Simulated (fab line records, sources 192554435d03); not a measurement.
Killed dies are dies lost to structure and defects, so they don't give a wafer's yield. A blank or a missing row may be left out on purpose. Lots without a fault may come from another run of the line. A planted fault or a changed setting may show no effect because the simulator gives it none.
Which tool did it? | flow n5_finfet | 10 lots, 30 wafers sampled, at 6 steps of a route of 1938

WHAT THE GAUGES READ, wafer by wafer
N5_BEOL_M11_INSPECT_58: inspects for defects (darkfield). Usual: raw_defect_count 68, standard deviation 19.
lot  | measured     | on                | raw_defect_count | flag
L839 | day 10 21:34 | defect_inspect-01 | 72 73 41         |
L843 | day 11 15:16 | defect_inspect-02 | 76 36 53         |
L844 | day 11 22:58 | defect_inspect-02 | 70 88 83         |
L845 | day 12 09:23 | defect_inspect-01 | 113 65 65        |
L847 | day 12 12:43 | defect_inspect-01 | 52 402 64        | OFF
L848 | day 13 01:43 | defect_inspect-02 | 87 54 467        | OFF
L858 | day 15 03:01 | defect_inspect-01 | 46 57 115        |
L857 | day 15 06:59 | defect_inspect-01 | 76 52 51         |
L859 | day 15 11:56 | defect_inspect-01 | 74 62 42         |
L861 | day 16 12:52 | defect_inspect-01 | 55 92 62         |

N5_BEOL_M12_OVL_MEAS_11. Usual: V11_OVL 1 nm, standard deviation 4.8.
lot  | measured     | on         | V11_OVL (nm) | flag
L839 | day 10 22:11 | overlay-02 | 11 4 5       |
L843 | day 11 15:54 | overlay-01 | -3 1 1       |
L844 | day 11 23:28 | overlay-02 | 12 10 10     |
L845 | day 12 09:53 | overlay-01 | 2 -5 -7      |
L847 | day 12 13:20 | overlay-01 | -4 2 0       |
L848 | day 13 02:20 | overlay-02 | -2 -2 2      |
L858 | day 15 03:31 | overlay-02 | 2 3 3        |
L857 | day 15 07:40 | overlay-01 | 6 0 -7       |
L859 | day 15 12:29 | overlay-02 | 8 1 0        |
L861 | day 16 13:30 | overlay-02 | 3 3 -1       |

N5_BEOL_M12_INSPECT_12: inspects for defects (macro). Usual: raw_defect_count 2, standard deviation 1.4.
lot  | measured     | on                | raw_defect_count | flag
L839 | day 10 22:13 | defect_inspect-01 | 0 3 2            |
L843 | day 11 15:55 | defect_inspect-02 | 1 3 2            |
L844 | day 11 23:29 | defect_inspect-02 | 4 3 4            |
L845 | day 12 09:54 | defect_inspect-01 | 2 2 3            |
L847 | day 12 13:22 | defect_inspect-01 | 3 >300 2         |
L848 | day 13 02:22 | defect_inspect-01 | 4 2 >300         |
L858 | day 15 03:32 | defect_inspect-01 | 0 3 3            |
L857 | day 15 07:41 | defect_inspect-02 | 0 2 1            |
L859 | day 15 12:31 | defect_inspect-02 | 4 0 2            |
L861 | day 16 13:31 | defect_inspect-01 | 0 4 2            |

WHICH TOOL RAN EACH LOT (tool, then ch and the chambers of the sampled wafers, then the start)
lot  | N5_BEOL_M11_TRENCH_ETCH_37                    | N5_BEOL_M11_STRIP_77                          | N5_BEOL_M11_PRE_CLEAN_55
L839 | rie_diel-02 ch 0,2, day 10 21:26 or earlier   | rie_diel-02 ch 0,2, day 10 21:26 or earlier   | pecvd-03 ch 1,2, day 10 21:26
L843 | rie_diel-03 ch 0,1,3, day 11 15:10 or earlier | rie_diel-03 ch 0,1,3, day 11 15:10 or earlier | pecvd-01 ch 0,2, day 11 15:10
L844 | rie_diel-03 ch 1,2,3, day 11 22:51 or earlier | rie_diel-03 ch 1,2,3, day 11 22:51 or earlier | pecvd-03 ch 0,2, day 11 22:51
L845 | rie_diel-03 ch 0,2,3, day 12 09:14 or earlier | rie_diel-03 ch 0,2,3, day 12 09:14 or earlier | pecvd-01 ch 1,2, day 12 09:14
L847 | rie_diel-03 ch 0,2,3, day 12 12:36 or earlier | rie_diel-03 ch 0,2,3, day 12 12:36 or earlier | pecvd-03 ch 0,1,2, day 12 12:36
L848 | rie_diel-06 ch 2,3, day 13 01:35 or earlier   | rie_diel-06 ch 2,3, day 13 01:35 or earlier   | pecvd-03 ch 0,1,2, day 13 01:35
L858 | rie_diel-02 ch 0,3, day 15 02:54 or earlier   | rie_diel-02 ch 0,3, day 15 02:54 or earlier   | pecvd-01 ch 0,2, day 15 02:54
L857 | rie_diel-02 ch 0,2,3, day 15 06:52 or earlier | rie_diel-02 ch 0,2,3, day 15 06:52 or earlier | pecvd-04 ch 1,2, day 15 06:52
L859 | rie_diel-06 ch 0,1, day 15 11:49 or earlier   | rie_diel-06 ch 0,1, day 15 11:49 or earlier   | pecvd-01 ch 1,2, day 15 11:49
L861 | rie_diel-06 ch 0,1,2, day 16 12:45 or earlier | rie_diel-06 ch 0,1,2, day 16 12:45 or earlier | pecvd-03 ch 1,2, day 16 12:45
- N5_BEOL_M11_TRENCH_ETCH_37: etches SiCOH lowk in C4F6/O2, target depth 148.83 nm, time 48 s.
- N5_BEOL_M11_STRIP_77: strips in N2/H2, time 10 s.
- N5_BEOL_M11_PRE_CLEAN_55: time 15 s.

WHAT THE TOOLS THEMSELVES READ (means of the sampled wafers that have a number; where no wafer has one, the mark that the record gives instead)
N5_BEOL_M11_TRENCH_ETCH_37. Usual: drypump_motor_current_A 5.9 A, standard deviation 0.42; oes_product_au 0.81 a.u., standard deviation 0.073; rf_vpp_V 669 V, standard deviation 7.4; showerhead_plenum_p_Torr 2.88 Torr, standard deviation 0.11; throttle_valve_pct 20.91 %, standard deviation 0.22.
lot  | tool        | drypump_motor_current_A (A) | oes_product_au (a.u.) | rf_vpp_V (V) | showerhead_plenum_p_Torr (Torr) | throttle_valve_pct (%) | flag
L839 | rie_diel-02 | 6.1                         | 0.76                  | 665          | 2.81                            | 21.09                  |
L843 | rie_diel-03 | 6.0                         | 0.83                  | 673          | 2.84                            | 21.03                  |
L844 | rie_diel-03 | 5.5                         | 0.78                  | 669          | 2.82                            | 21.08                  |
L845 | rie_diel-03 | 5.8                         | 0.83                  | 673          | 2.77                            | 20.97                  |
L847 | rie_diel-03 | 5.7                         | 0.83                  | 672          | 2.77                            | 20.97                  |
L848 | rie_diel-06 | 5.4                         | 0.82                  | 670          | 2.91                            | 20.84                  |
L858 | rie_diel-02 | 5.7                         | 0.84                  | 670          | 3.00                            | 20.83                  |
L857 | rie_diel-02 | 5.9                         | 0.78                  | 667          | 2.89                            | 20.99                  |
L859 | rie_diel-06 | 6.1                         | 0.88                  | 655          | 2.82                            | 20.77                  |
L861 | rie_diel-06 | 5.8                         | 0.84                  | 663          | 2.85                            | 20.84                  |

N5_BEOL_M11_STRIP_77. Usual: drypump_motor_current_A 5.9 A, standard deviation 0.43; oes_product_au 0.81 a.u., standard deviation 0.073; rf_vpp_V 59.2 V, standard deviation 0.92; showerhead_plenum_p_Torr 2.56 Torr, standard deviation 0.098; throttle_valve_pct 23.6 %, standard deviation 0.31.
lot  | tool        | drypump_motor_current_A (A) | oes_product_au (a.u.) | rf_vpp_V (V) | showerhead_plenum_p_Torr (Torr) | throttle_valve_pct (%) | flag
L839 | rie_diel-02 | 6.2                         | 0.76                  | 58.8         | 2.50                            | 23.8                   |
L843 | rie_diel-03 | 6.0                         | 0.83                  | 59.4         | 2.54                            | 23.8                   |
L844 | rie_diel-03 | 5.5                         | 0.79                  | 58.7         | 2.52                            | 24.0                   |
L845 | rie_diel-03 | 5.8                         | 0.83                  | 59.2         | 2.47                            | 23.8                   |
L847 | rie_diel-03 | 5.8                         | 0.82                  | 58.6         | 2.47                            | 23.8                   |
L848 | rie_diel-06 | 5.4                         | 0.82                  | 59.5         | 2.59                            | 23.7                   |
L858 | rie_diel-02 | 5.8                         | 0.82                  | 60.1         | 2.68                            | 23.4                   |
L857 | rie_diel-02 | 5.9                         | 0.77                  | 59.0         | 2.58                            | 23.6                   |
L859 | rie_diel-06 | 6.0                         | 0.88                  | 60.2         | 2.51                            | 23.4                   |
L861 | rie_diel-06 | 5.8                         | 0.84                  | 59.2         | 2.53                            | 23.5                   |

THE ANSWER, worked out from the rows above alone
Rule: a lot is off if the mean of its wafers that have a number lies more than 3 standard deviations from the usual mean. A lot without any number at a reading at which 4 lots or more have one is off too. The other lots that the step has rows for count as sound. The gauges are gone through in route order, then the tools' own readings, and for those a lot's mean is taken as printed above. The first step at which some lot is off is used, and at that step the reading that is off furthest; a lot without a number counts as furthest.
Off: L847, L848, at N5_BEOL_M11_INSPECT_58 (raw_defect_count).
A tool fits if, at a process step before that reading, it ran every lot that is off, and no sound lot after the first of them. The gauges at N5_BEOL_M11_INSPECT_58 are tried like those tools. N5_BEOL_M11_TRENCH_ETCH_37 gives no start for some lots, so the hours and the order of its lots are those of N5_BEOL_M11_PRE_CLEAN_55. N5_BEOL_M11_STRIP_77 gives no start for some lots, so the hours and the order of its lots are those of N5_BEOL_M11_PRE_CLEAN_55. None of those tried fits.

WHAT THE SIMULATOR HAD PUT IN
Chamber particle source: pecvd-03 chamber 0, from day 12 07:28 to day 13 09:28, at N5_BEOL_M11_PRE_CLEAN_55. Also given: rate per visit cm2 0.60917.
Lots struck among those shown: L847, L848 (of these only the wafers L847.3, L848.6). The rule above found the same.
